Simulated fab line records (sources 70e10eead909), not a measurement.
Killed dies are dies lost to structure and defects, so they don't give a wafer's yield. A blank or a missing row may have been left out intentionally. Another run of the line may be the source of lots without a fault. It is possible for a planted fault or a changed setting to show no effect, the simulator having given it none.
Chamber matching || flow nand harc || 3 sister chambers for NHARC_A_STAIRCASE_DEP_471 on pecvd-04
The step deposits SiO2, target thk 100 nm. 3 wafers are shown with their chamber, then 8 later ones without.

== WAFERS PAIRED WITH THEIR CHAMBERS ==
{"wafer": "L082.1", "chamber": 0, "throttle valve pct (%)": 16.0}
{"wafer": "L082.4", "chamber": 2, "throttle valve pct (%)": 16.0}
{"wafer": "L083.1", "chamber": 1, "throttle valve pct (%)": 15.3}

== WAFERS WHOSE CHAMBER IS MISSING ==
{"wafer": "L083.3", "throttle valve pct (%)": 16.2}
{"wafer": "L083.6", "throttle valve pct (%)": 15.6}
{"wafer": "L094.4", "throttle valve pct (%)": 14.8}
{"wafer": "L094.5", "throttle valve pct (%)": 15.5}
{"wafer": "L094.6", "throttle valve pct (%)": 15.6}
{"wafer": "L095.1", "throttle valve pct (%)": 15.4}
{"wafer": "L095.2", "throttle valve pct (%)": 15.7}
{"wafer": "L095.5", "throttle valve pct (%)": 14.3}

== WHICH CHAMBER EACH WENT THROUGH ==
{"wafer": "L083.3", "from the rows above": "can't be placed: 0 or 2 or 1", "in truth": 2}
{"wafer": "L083.6", "from the rows above": "can't be placed: 1 or 0 or 2", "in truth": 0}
{"wafer": "L094.4", "from the rows above": "can't be placed: 1 or 0 or 2", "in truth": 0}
{"wafer": "L094.5", "from the rows above": "can't be placed: 1 or 0 or 2", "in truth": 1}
{"wafer": "L094.6", "from the rows above": "can't be placed: 1 or 0 or 2", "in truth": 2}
{"wafer": "L095.1", "from the rows above": "can't be placed: 1 or 0 or 2", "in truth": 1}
{"wafer": "L095.2", "from the rows above": "can't be placed: 0 or 2 or 1", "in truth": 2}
{"wafer": "L095.5", "from the rows above": "can't be placed: 1 or 0 or 2", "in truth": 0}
0 of 8 placed correctly. Can't be placed from these rows: 8 (the true chamber is among the candidates in 8). 0 placed wrongly.
How it was worked out, from the rows above alone: a wafer's distance from a chamber is the root of the sum, over the readings, of the square of ((its reading less the chamber's mean) divided by the reading's scatter). If the next closest chamber is less than 2 further off than the closest, the wafer can't be placed; otherwise it belongs to the closest. The mean given for a chamber averages the wafers shown for that chamber. The scatter: with one shown wafer a chamber, the root of the mean of the squares of how far each hidden wafer lies from its nearest shown one.
